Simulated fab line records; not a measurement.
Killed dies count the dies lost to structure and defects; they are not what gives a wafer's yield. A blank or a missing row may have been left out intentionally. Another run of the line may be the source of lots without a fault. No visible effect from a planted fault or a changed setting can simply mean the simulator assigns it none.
Problem report in the 8D (eight disciplines) form, filled by code	flow n5-finfet	the parts of the form that need people (team, actions taken, sign-off) are left out

== 1. THE ISSUE ==
etch-rf-on-time-s at N5_BEOL_M4_ETCH_77 reads a mean of 7.09 s on 3 wafers of 3 lots; wafers without a fault read 5.21 s with a standard deviation of 0.09. That is +21 standard deviations from the usual mean.
The step: etches underlayer in N2/H2, target depth 6.5 nm, time 5.2 s.
Seen first at day 9 15:47 on rie-diel-02, wafer L584.1. Wafers with a number at this step in the record: 25, from 9 lots. Rule for "out" (also "out of limits"): further than 4 standard deviations from the usual mean. The rest of the wafers with a number are treated as sound.

== 2. WHAT IT IS, AND WHAT IT ISN'T ==
question	is	is not
which readings at this step	etch-rf-on-time-s	drypump-motor-current-A, oes-product-au, rf-vpp-V, showerhead-plenum-p-Torr, throttle-valve-pct
which lots	L584, L590, L591	L578, L581, L582, L592, L595, L599
which wafers of those lots	L584.1, L590.1, L591.1	L584.4, L590.2, L591.3, L591.4
read on which tools	rie-diel-02	rie-diel-04, rie-diel-05
when	from day 9 15:47	up to then (10 sound wafers); but 12 sound wafers of L590, L591, L592, L595, L599 came after

== 3. SUSPECTS, AND WHAT RULES EACH OUT ==
Counting: if a tool at a process step up to the reading ran every lot that is out, it stays a suspect. Sound lots after the first of them don't rule it out here, since some wafers of a struck lot are sound.
- rie-diel-02 at N5_BEOL_M4_ETCH_77 (etches underlayer in N2/H2, target depth 6.5 nm, time 5.2 s): kept. It ran every lot that is out, first L584 (day 9 15:47); its last sound lot up to then is L581 (day 8 03:26). Its own readings are out on those wafers: etch-rf-on-time-s.
After counting, what remains is rie-diel-02 at N5_BEOL_M4_ETCH_77.

== 4. THE CAUSE (what the simulator had put in) ==
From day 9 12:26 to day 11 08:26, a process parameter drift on rie-diel-02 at N5_BEOL_M4_ETCH_77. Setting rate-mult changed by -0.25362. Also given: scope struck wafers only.
Only this tool survived the counting.

== 5. THE EFFECT CHAIN, in route order ==
One row per reading whose mean, taken over the struck wafers that have a number, lies over 3 standard deviations from the usual. Only readings for which the record gives a usual standard deviation are gone through. hours: the time from each lot's start at the first step in this table that gives one to its start at this step, as a median over the lots. sigmas: the change in usual standard deviations.
hours	step	reading	usual	on struck wafers	change	sigmas
0	N5_BEOL_M4_ETCH_77	etch-rf-on-time-s	5.21 s	7.09	+1.88	+21
It contains these process steps:
- N5_BEOL_M4_ETCH_77: etches underlayer in N2/H2, target depth 6.5 nm, time 5.2 s.
Later measuring or inspecting steps at which every struck wafer that the step has a row for has a number for every such reading, and none has moved that far: N5_BEOL_M4_RC_MEAS_101.

== 6. HOW IT WOULD HAVE BEEN CAUGHT EARLIER ==
3 hours passed between the start of the fault at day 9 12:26 and the first reading out of limits in this record, taken at day 9 15:47.
